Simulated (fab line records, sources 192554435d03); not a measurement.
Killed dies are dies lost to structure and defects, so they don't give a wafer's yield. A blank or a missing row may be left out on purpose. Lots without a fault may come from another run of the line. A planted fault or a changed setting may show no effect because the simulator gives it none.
fab line records | flow n5_finfet | part 1 of 2: steps 1 to 43 of 44
record lots=6 wafers=18 last_day=18
route steps=1938 shown BEOL_M1@788 BEOL_M4@1111 PASSIVATION@1936
lots that met no fault: from a run of the same line without faults
start_h: hours from the record's first day to the start of the lot's first wafer shown | wait_h: hours since the lot's step before | " the same as in the row above | L1.1+2: a row that stands for several wafers | - no value, or no start given | * or withheld: withheld | < > ~ a bound
route shown NAME@n: a module of which the file shows steps, and the number in the route of the first | usual: mean/standard deviation of fault-free wafers | same: alike in all rows | chamber/n: place in a boat | sites: the reading at each site | _std_site: their standard deviation | _edge_site: outer sites' mean less inner sites' | radius_mm: how far each site lies from the wafer's centre | mask NAME#n: copy n | behind: the tool/chamber that last shaped the wafer | hold: why the lot was held/for how many hours/how that ended | device: the transistor (n, p or np) that didn't switch | end of line: the same wafers' tests at the end of the route | a step without rows: its recipe alone | killed: dies lost to structure and defects at the first sort, not the wafer's yield | map: a wafer's dies, x killed, . not, _ none there
set.NAME: the setting as run; set.NAME@STEP: as run at that earlier step | model.NAME: the simulator's own value behind a step, which no gauge read
lots at some steps of the route; a table a step, a row a wafer
services: from which hour (start_h, from the record's first day; less than 0 if before it) a tool's chamber was out of use, for how many hours, and why
## steps
# step N5_BEOL_M1_INSPECT_30
# recipe mode=adi inspect_instrument=brightfield
# usual raw_defect_count=433/97
# columns lot.wafer tool chamber start_h wait_h raw_defect_count
L629.2 defect_inspect-02 - 127.52 0.0 339
L629.3 " - " " 348
L629.4 " - " " 355
L636.1 defect_inspect-02 - 164.68 0.1 312
L636.4 " - " " 395
L636.6 " - " " 292
L638.1 defect_inspect-02 - 179.55 0.1 597
L638.2 " - " " 565
L638.6 " - " " 654
L639.2 defect_inspect-01 - 188.74 0.0 458
L639.3 " - " " 357
L639.5 " - " " 469
L641.4 defect_inspect-01 - 197.99 0.0 505
L641.5 " - " " 448
L641.6 " - " " 400
L650.3 defect_inspect-02 - 253.50 0.0 601
L650.5 " - " " 571
L650.6 " - " " 512
# step N5_BEOL_M1_DESCUM_33
# recipe chemistry=O2 time_s=7 source_power_w=50 bias_power_w=20 pressure_mtorr=20 rf_frequency_hz=2.712e+07 temp_c=40 resist=CAR-EUV o2_flow_sccm=225
# step N5_BEOL_M1_ETCH_77
# recipe chemistry=N2/H2 target=underlayer target_depth_a=65 mask_material=CAR-EUV time_s=5.2 ion_energy_ev=200 pressure_mtorr=30 source_w=840 bias_w=150 n2_flow_sccm=200 h2_flow_sccm=200 ends=cleared
# step N5_BEOL_M1_ETCH_69
# recipe chemistry=CF4 target=SiARC target_depth_a=156 mask_material=CAR-EUV time_s=26 ion_energy_ev=80 pressure_mtorr=40 source_w=545 bias_w=36 Ar_flow_sccm=100 cf4_flow_sccm=100 ends=cleared
# step N5_BEOL_M1_ALD_98
# recipe material=SiO2 target_thk_a=25 temp_c=100 ald_precursor_family=BDEAS ald_co_reactant=O2-plasma pulse_time_s=1 co_reactant_pulse_time_s=1 purge_time_s=2 co_reactant_purge_time_s=2 ald_cycles=17 pressure_torr=2
# step N5_BEOL_M1_ETCHBACK_99
# recipe chemistry=CHF3 target=SiO2 target_depth_a=50 time_s=10.4 source_w=215 bias_w=47 Ar_flow_sccm=200 CHF3_flow_sccm=12 ion_energy_ev=100 pressure_mtorr=30
# step N5_BEOL_M1_ETCH_70
# recipe chemistry=N2/H2 target=SOC target_depth_a=800 overetch_a=160 mask_material=SiARC temp_c=40 time_s=120 ion_energy_ev=200 pressure_mtorr=30 source_w=840 bias_w=150 n2_flow_sccm=200 h2_flow_sccm=200
# step N5_BEOL_M1_STRIP_71
# recipe chemistry=N2/H2 temp_c=40 n2_flow_sccm=200 h2_flow_sccm=200 rf_frequency_hz=6e+07
# step N5_BEOL_M1_STRIP_78
# recipe chemistry=N2/H2 temp_c=40 n2_flow_sccm=200 h2_flow_sccm=200 rf_frequency_hz=6e+07
# step N5_BEOL_M1_VIA_ETCH_34
# recipe chemistry=C4F6/O2 target_depth_a=678 mask_material=SOC pressure_mtorr=15 ion_energy_ev=250 taper_deg=4 time_s=64.4 source_w=350 bias_w=170 Ar_flow_sccm=300 C4F6_flow_sccm=10 O2_flow_sccm=10
# step N5_BEOL_M1_STRIP_83
# recipe chemistry=C4F6/O2 resist=SiARC rf_frequency_hz=6e+07
# step N5_BEOL_M1_STRIP_36
# recipe chemistry=N2/H2 power_w=450 temp_c=40 pressure_mtorr=20 rf_frequency_hz=6e+07 overash_fraction=0.3 bias_power_w=7 h2_frac=0.5 n2_flow_sccm=200 h2_flow_sccm=200
# usual drypump_motor_current_A=5.4/0.39 oes_product_au=0.83/0.095 power_w=450.1/1.5 rf_vpp_V=59.2/1.6 showerhead_plenum_p_Torr=2.51/0.087 throttle_valve_pct=23.7/0.41
# columns lot.wafer tool chamber start_h wait_h drypump_motor_current_A oes_product_au power_w rf_hours_counter_h rf_vpp_V showerhead_plenum_p_Torr throttle_valve_pct
L629.2 rie_diel-01 0 129.10 0.0 5.3 0.68 448.6 249 59.4 2.39 23.9
L629.3 " 1 " " 5.1 0.76 451.5 140 59.7 2.42 24.1
L629.4 " 0 " " 5.4 0.69 449.3 - 57.5 2.39 23.9
L636.1 rie_diel-01 1 165.73 0.0 5.1 0.75 450.2 154 57.1 2.42 24.2
L636.4 " 2 " " 5.5 0.94 450.8 - 60.9 2.47 23.4
L636.6 " 3 " " 5.6 0.97 448.8 - 60.9 2.57 22.9
L638.1 rie_diel-01 1 182.13 0.0 5.1 0.74 449.9 160 59.6 2.41 24.1
L638.2 " 2 " " 5.5 0.92 450.2 24 58.8 2.47 23.5
L638.6 " 2 " " 5.5 0.93 452.9 - 59.8 2.47 23.5
L639.2 rie_diel-04 0 197.48 0.0 5.3 0.91 450.5 21 58.0 2.59 23.8
L639.3 " 3 " " 6.4 0.74 453.9 150 59.4 2.56 24.2
L639.5 " 3 " " 6.4 0.76 453.5 - 60.6 2.55 24.2
L641.4 rie_diel-03 3 208.05 0.0 6.2 0.82 452.5 56 62.7 2.47 23.6
L641.5 " 1 " " 5.6 0.72 450.4 - 63.3 2.51 24.0
L641.6 " 0 " " 5.0 0.91 451.1 - 59.7 2.66 23.0
L650.3 rie_diel-04 1 266.59 0.0 5.6 0.76 449.8 167 62.1 2.52 23.6
L650.5 " 0 " " 5.3 0.87 447.4 - 59.1 2.58 23.8
L650.6 " 1 " " 5.7 0.78 449.0 - 57.3 2.52 23.6
# step N5_BEOL_M1_TRENCH_ETCH_37
# recipe chemistry=C4F6/O2 target_depth_a=552.07 target=SiOC time_s=29 ion_energy_ev=250 pressure_mtorr=30 source_w=355 bias_w=185 Ar_flow_sccm=300 C4F6_flow_sccm=10 O2_flow_sccm=10
# usual bias_w=185.0/0.61 drypump_motor_current_A=5.4/0.39 oes_f_703_au=0.82/0.1 oes_product_au=0.83/0.097 rf_vpp_V=673/18 showerhead_plenum_p_Torr=2.83/0.095 throttle_valve_pct=20.9/0.33
# columns lot.wafer tool chamber start_h wait_h bias_w drypump_motor_current_A oes_f_703_au oes_product_au rf_hours_counter_h rf_vpp_V showerhead_plenum_p_Torr throttle_valve_pct
L629.2 rie_diel-01 0 129.14 - 184.7 5.4 0.67 0.68 249 681 2.65 21.0
L629.3 " 1 " " 184.7 5.1 0.71 0.75 140 672 2.77 21.4
L629.4 " 0 " " 184.4 5.3 0.67 0.68 - 682 2.65 21.0
L636.1 rie_diel-01 1 165.77 - 168.6 5.1 0.70 0.73 154 623 2.76 21.4
L636.4 " 2 " " 168.3 5.5 0.88 0.92 - 651 2.77 20.5
L636.6 " 3 " " 167.9 5.6 1.01 0.97 - 603 2.94 20.5
L638.1 rie_diel-01 1 182.17 - 168.2 5.1 0.69 0.72 160 623 2.76 21.4
L638.2 " 2 " " 167.5 5.4 0.87 0.90 24 651 2.76 20.5
L638.6 " 2 " " 169.2 5.5 0.87 0.89 - 652 2.76 20.5
L639.2 rie_diel-04 0 197.52 - 185.0 5.3 0.92 0.93 21 679 2.91 21.0
L639.3 " 3 " " 184.2 6.4 0.75 0.74 150 658 2.85 21.1
L639.5 " 3 " " 184.4 6.4 0.75 0.74 - 659 2.85 21.1
L641.4 rie_diel-03 3 208.09 - 185.4 6.2 0.84 0.83 56 667 2.81 21.1
L641.5 " 1 " " 185.3 5.6 0.73 0.71 - 675 2.80 21.0
L641.6 " 0 " " 185.2 5.0 0.92 0.93 - 654 3.01 20.6
L650.3 rie_diel-04 1 266.63 - 183.8 5.6 0.76 0.77 167 678 2.83 20.9
L650.5 " 0 " " 184.9 5.3 0.89 0.88 - 678 2.90 21.0
L650.6 " 1 " " 183.9 5.6 0.76 0.76 - 678 2.82 20.9
# step N5_BEOL_M1_ETCH_41
# recipe chemistry=CH3F/O2 target=SiCN target_depth_a=319 taper_deg=2 time_s=57.8 ion_energy_ev=120 mask_material=TiN pressure_mtorr=30 source_w=395 bias_w=75 Ar_flow_sccm=150 CH3F_flow_sccm=30 O2_flow_sccm=20
# usual bias_w=74.96/0.21 drypump_motor_current_A=5.4/0.39 oes_product_au=0.83/0.097 rf_vpp_V=297.2/1.6 showerhead_plenum_p_Torr=1.99/0.07 throttle_valve_pct=16.3/0.3
# columns lot.wafer tool chamber start_h wait_h bias_w drypump_motor_current_A oes_product_au rf_hours_counter_h rf_vpp_V showerhead_plenum_p_Torr throttle_valve_pct
L629.2 rie_diel-01 0 - - 74.75 5.3 0.68 249 295.4 1.86 16.6
L629.3 " 1 " " 74.93 5.1 0.77 140 296.8 1.94 16.7
L629.4 " 0 " " 74.85 5.3 0.68 - 295.8 1.86 16.6
L636.1 rie_diel-01 1 - - 74.95 5.1 0.74 154 296.3 1.94 16.8
L636.4 " 2 " " 75.17 5.5 0.93 - 295.7 1.94 15.9
L636.6 " 3 " " 75.13 5.6 0.99 - 299.2 2.06 15.9
L638.1 rie_diel-01 1 - - 74.82 5.1 0.73 160 294.8 1.94 16.8
L638.2 " 2 " " 75.01 5.4 0.91 24 297.4 1.94 16.0
L638.6 " 2 " " 75.03 5.4 0.93 - 296.7 1.94 15.9
L639.2 rie_diel-04 0 - - 75.11 5.3 0.92 21 298.7 2.04 16.3
L639.3 " 3 " " 75.10 6.4 0.75 150 295.7 2.00 16.5
L639.5 " 3 " " 75.10 6.4 0.74 - 297.1 2.00 16.5
L641.4 rie_diel-03 3 - - 75.24 6.2 0.83 56 296.0 1.97 16.5
L641.5 " 1 " " 75.43 5.6 0.72 - 298.0 1.97 16.5
L641.6 " 0 " " 75.07 5.0 0.91 - 299.3 2.12 16.1
L650.3 rie_diel-04 1 - - 75.20 5.7 0.76 167 297.9 1.99 16.4
L650.5 " 0 " " 75.06 5.3 0.88 - 297.8 2.04 16.4
L650.6 " 1 " " 74.90 5.6 0.77 - 297.4 1.99 16.4
# step N5_BEOL_M1_STRIP_97
# recipe chemistry=N2/H2 time_s=10 power_w=450 temp_c=40 pressure_mtorr=20 rf_frequency_hz=6e+07 bias_power_w=7 n2_flow_sccm=200 h2_flow_sccm=200
# step N5_BEOL_M1_OCD_MEAS_38
# usual trench_depth_nm=55.1/1.3
# columns lot.wafer tool chamber start_h wait_h trench_depth_nm
L629.2 ocd-02 - 129.30 - 54.4
L629.3 " - " " 53.5
L629.4 " - " " 54.7
L636.1 ocd-01 - 165.92 - 53.1
L636.4 " - " " 53.0
L636.6 " - " " 55.6
L638.1 ocd-01 - 182.33 - 51.8
L638.2 " - " " 52.6
L638.6 " - " " 52.2
L639.2 ocd-01 - 197.68 - 55.4
L639.3 " - " " 55.1
L639.5 " - " " 55.3
L641.4 ocd-01 - 208.25 - 55.0
L641.5 " - " " 55.3
L641.6 " - " " 55.9
L650.3 ocd-02 - 266.79 - 55.2
L650.5 " - " " 55.4
L650.6 " - " " 55.5
# step N5_BEOL_M1_HM_STRIP_39
# recipe chemistry=peroxide_tin_strip material=TiN target_depth_a=250 temp_c=50 time_s=158
# step N5_BEOL_M1_SRD_40
# recipe time_s=30 temp_c=23 rinse_liquid=diw dry=ipa_marangoni
# step N5_BEOL_M1_PRECLEAN_42
# recipe chemistry=residue_remover time_s=60 temp_c=40
# step N5_BEOL_M1_SRD_43
# recipe time_s=30 temp_c=23 rinse_liquid=diw dry=ipa_marangoni
# step N5_BEOL_M1_CD_MEAS_35
# recipe target_cd_nm=18 target_cd_y_nm=21 polarity=opening
# usual cd_nm=18.0/0.46
# columns lot.wafer tool chamber start_h wait_h cd_nm
L629.2 cd_sem-02 - 129.45 0.0 17.8
L629.3 " - " " 18.1
L629.4 " - " " 18.5
L636.1 cd_sem-01 - 166.09 0.0 18.6
L636.4 " - " " 17.4
L636.6 " - " " 17.6
L638.1 cd_sem-01 - 182.49 0.0 17.0
L638.2 " - " " 17.6
L638.6 " - " " 17.6
L639.2 cd_sem-01 - 197.84 0.0 17.4
L639.3 " - " " 18.0
L639.5 " - " " 17.5
L641.4 cd_sem-01 - 208.40 0.0 17.9
L641.5 " - " " 18.1
L641.6 " - " " 18.0
L650.3 cd_sem-02 - 266.94 0.0 18.4
L650.5 " - " " 17.3
L650.6 " - " " 18.5
# step N5_BEOL_M1_DEGAS_44
# recipe ambient=vacuum temp_c=250 time_s=60
# step N5_BEOL_M1_PRE_CLEAN_45
# recipe gas=H2/He time_s=30 temp_c=250
# step N5_BEOL_M1_ALD_84
# recipe material=TaN target_thk_a=* temp_c=275 ald_precursor_family=PDMAT ald_co_reactant=NH3 pressure_torr=3 carrier_flow_sccm=1500 pulse_time_s=2 purge_time_s=3 co_reactant_purge_time_s=2 co_reactant_pulse_time_s=3 ald_cycles=30 precursor_vessel_temp_c=75 precursor_vessel_pressure_torr=26.25 precursor_vessel_carrier_sccm=1000
# step N5_BEOL_M1_SURFACE_TREAT_85
# recipe gas=Ar time_s=* ion_energy_ev=* ion_current_ma_cm2=0.5 pressure_mtorr=* ar_flow_sccm=30
# step N5_BEOL_M1_CVD_47
# recipe material=Co target_thk_a=30 temp_c=withheld precursor=CCTBA/H2 pressure_torr=30 time_s=223.8
# step N5_BEOL_M1_SPUTTER_48
# recipe material=Cu target_thk_a=45 temp_c=-20 chamber_pressure_pa=0.07 power_w=withheld time_s=8.29
# step N5_BEOL_M1_ANNEAL_49
# recipe temp_c=400 time_s=240 ambient=vacuum
# step N5_BEOL_M1_SPUTTER_79
# recipe material=Cu target_thk_a=45 temp_c=-20 chamber_pressure_pa=0.07 power_w=withheld time_s=8.29
# step N5_BEOL_M1_ANNEAL_80
# recipe temp_c=400 time_s=240 ambient=vacuum
# step N5_BEOL_M1_SPUTTER_81
# recipe material=Cu target_thk_a=45 temp_c=-20 chamber_pressure_pa=0.07 power_w=withheld time_s=8.29
# step N5_BEOL_M1_ANNEAL_82
# recipe temp_c=400 time_s=240 ambient=vacuum
# usual heater_power_w=826/84
# columns lot.wafer tool chamber start_h wait_h heater_power_w
L629.2 pvd_sputter-02 - 130.85 0.0 919
L629.3 " - " " 734
L629.4 " - " " 859
L636.1 pvd_sputter-01 - 167.57 0.0 815
L636.4 " - " " 757
L636.6 " - " " 897
L638.1 pvd_sputter-02 - 183.84 0.0 901
L638.2 " - " " 691
L638.6 " - " " 920
L639.2 pvd_sputter-03 - 199.34 0.0 774
L639.3 " - " " 809
L639.5 " - " " 819
L641.4 pvd_sputter-01 - 210.01 0.0 890
L641.5 " - " " 796
L641.6 " - " " 918
L650.3 pvd_sputter-02 - 268.33 0.0 846
L650.5 " - " " 863
L650.6 " - " " 914
# step N5_BEOL_M1_SPUTTER_86
# recipe material=Cu target_thk_a=45 temp_c=-20 chamber_pressure_pa=0.07 power_w=withheld time_s=8.29
# step N5_BEOL_M1_ANNEAL_87
# recipe temp_c=400 time_s=240 ambient=vacuum
# usual heater_power_w=828/89
# columns lot.wafer tool chamber start_h wait_h heater_power_w
L629.2 pvd_sputter-02 - 131.07 0.0 931
L629.3 " - " " 715
L629.4 " - " " 848
L636.1 pvd_sputter-01 - 167.82 0.0 837
L636.4 " - " " 766
L636.6 " - " " 879
L638.1 pvd_sputter-02 - 184.06 0.0 957
L638.2 " - " " 708
L638.6 " - " " 959
L639.2 pvd_sputter-03 - 199.56 0.0 815
L639.3 " - " " 798
L639.5 " - " " 807
L641.4 pvd_sputter-01 - 210.25 0.0 882
L641.5 " - " " 826
L641.6 " - " " 914
L650.3 pvd_sputter-02 - 268.55 0.0 849
L650.5 " - " " 863
L650.6 " - " " 937
# step N5_BEOL_M1_SPUTTER_88
# recipe material=Cu target_thk_a=45 temp_c=-20 chamber_pressure_pa=0.07 power_w=withheld time_s=8.29
# step N5_BEOL_M1_ANNEAL_89
# recipe temp_c=400 time_s=240 ambient=vacuum
# usual heater_power_w=827/86
# columns lot.wafer tool chamber start_h wait_h heater_power_w
L629.2 pvd_sputter-02 - 131.29 0.0 919
L629.3 " - " " 733
L629.4 " - " " 856
L636.1 pvd_sputter-01 - 168.06 0.0 828
L636.4 " - " " 761
L636.6 " - " " 876
L638.1 pvd_sputter-02 - 184.28 0.0 917
L638.2 " - " " 726
L638.6 " - " " 936
L639.2 pvd_sputter-03 - 199.78 0.0 787
L639.3 " - " " 777
L639.5 " - " " 799
L641.4 pvd_sputter-01 - 210.50 0.0 903
L641.5 " - " " 814
L641.6 " - " " 883
L650.3 pvd_sputter-02 - 268.77 0.0 858
L650.5 " - " " 840
L650.6 " - " " 923
# step N5_BEOL_M1_SPUTTER_90
# recipe material=Cu target_thk_a=45 temp_c=-20 chamber_pressure_pa=0.07 power_w=withheld time_s=8.29
# step N5_BEOL_M1_ANNEAL_91
# recipe temp_c=400 time_s=240 ambient=vacuum
# step N5_BEOL_M1_SPUTTER_92
# recipe material=Cu target_thk_a=45 temp_c=-20 chamber_pressure_pa=0.07 power_w=withheld time_s=8.29
# step N5_BEOL_M1_ANNEAL_93
# recipe temp_c=400 time_s=240 ambient=vacuum
# step N5_BEOL_M1_SPUTTER_94
# recipe material=Cu target_thk_a=45 temp_c=-20 chamber_pressure_pa=0.07 power_w=withheld time_s=8.29
# step N5_BEOL_M1_ANNEAL_95
# recipe temp_c=400 time_s=240 ambient=vacuum
# step N5_BEOL_M4_RC_MEAS_101
# usual DIBL_N=36.5/2.2 DIBL_P=36.9/2.9 IOFF_N=0.17/0.044 IOFF_P=0.22/0.052 ION_N=671/16 ION_P=461/10 RS_NWELL=1036/7.6 SS_N=71.6/0.73 SS_P=73.5/0.79 VT_N=250/4.1 VT_P=-250/4.1
# columns lot.wafer tool chamber start_h wait_h DIBL_N[mV/V] DIBL_P[mV/V] IOFF_N[nA/um] IOFF_P[nA/um] ION_N[uA/um] ION_P[uA/um] RS_NWELL[ohm/sq] SS_N[mV/dec] SS_P[mV/dec] VT_N[mV] VT_P[mV]
L629.2 prober-01 0 178.79 0.2 33.2 33.3 0.11 0.14 671 456 1021 70.3 72.2 254 -258
L629.3 " 0 " " 31.7 33.4 0.09 0.14 645 451 1026 69.8 72.1 259 -257
L629.4 " 0 " " 34.6 33.1 0.12 0.13 650 444 1025 71.3 72.3 257 -260
L636.1 prober-01 0 219.30 0.0 36.7 36.2 0.15 0.24 670 463 1718 71.5 73.9 251 -249
L636.4 " 0 " " 39.1 39.3 0.20 0.32 661 458 1697 71.8 75.0 249 -242
L636.6 " 0 " " 34.9 33.4 0.14 0.20 643 453 1711 71.3 73.4 252 -250
L638.1 prober-01 0 233.96 0.0 38.4 38.7 0.22 0.30 677 473 1026 72.2 74.4 243 -245
L638.2 " 0 " " 39.4 39.3 0.21 0.30 680 469 1039 72.2 74.0 245 -244
L638.6 " 0 " " 34.0 32.1 0.13 0.17 680 465 1015 70.7 72.2 250 -254
L639.2 prober-02 0 252.93 0.2 39.9 42.9 0.25 0.29 687 461 1022 72.6 75.1 242 -247
L639.3 " 0 " " 32.7 32.2 0.11 0.14 681 461 1027 70.8 72.2 253 -256
L639.5 " 0 " " 36.3 38.0 0.16 0.20 672 455 1026 71.3 74.1 249 -251
L641.4 prober-02 0 259.03 0.5 38.6 40.0 0.23 0.27 699 472 1042 72.3 73.7 245 -246
L641.5 " 0 " " 37.7 37.5 0.20 0.23 671 457 1041 72.1 74.2 247 -246
L641.6 " 0 " " 38.1 40.1 0.22 0.29 689 473 1058 71.1 74.0 245 -243
L650.3 prober-02 0 318.53 0.3 41.2 40.4 0.23 0.27 689 464 1034 72.2 74.5 246 -247
L650.5 " 0 " " 36.9 34.8 0.13 0.17 645 441 1045 71.2 73.5 254 -253
L650.6 " 0 " " 38.1 36.7 0.14 0.20 657 452 1028 71.9 73.2 254 -252
## key
first_sign step=N5_BEOL_M1_TRENCH_ETCH_37 reading=bias_w direction=down sigmas=27 usual=* struck=*
effect step=N5_BEOL_M1_TRENCH_ETCH_37 reading=rf_vpp_V direction=down sigmas=2.1 usual=673 struck=634
effect step=N5_BEOL_M1_OCD_MEAS_38 reading=trench_depth_nm direction=down sigmas=1.5 usual=55.1 struck=53.1
effect step=N5_BEOL_M4_RC_MEAS_101 reading=RS_NWELL direction=up sigmas=44 usual=1036 struck=1368 wafers_moved=3
met_at N5_BEOL_M1_TRENCH_ETCH_37
struck_wafers L636.1,L636.4,L636.6,L638.1,L638.2,L638.6
onset_between 129.14 165.77
earlier_fault kind=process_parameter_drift tool=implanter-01 chamber=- onset_h=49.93 steps=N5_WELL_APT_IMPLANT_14 channel=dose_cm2 offset=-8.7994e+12 shape=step acts_in=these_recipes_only stated=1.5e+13
earlier_fault kind=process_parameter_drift tool=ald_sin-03 chamber=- onset_h=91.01 steps=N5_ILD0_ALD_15 channel=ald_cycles offset=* shape=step acts_in=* stated=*
fault kind=process_parameter_drift tool=rie_diel-01 chamber=- onset_h=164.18 steps=N5_BEOL_M1_TRENCH_ETCH_37 channel=bias_w offset=* shape=step acts_in=* stated=*
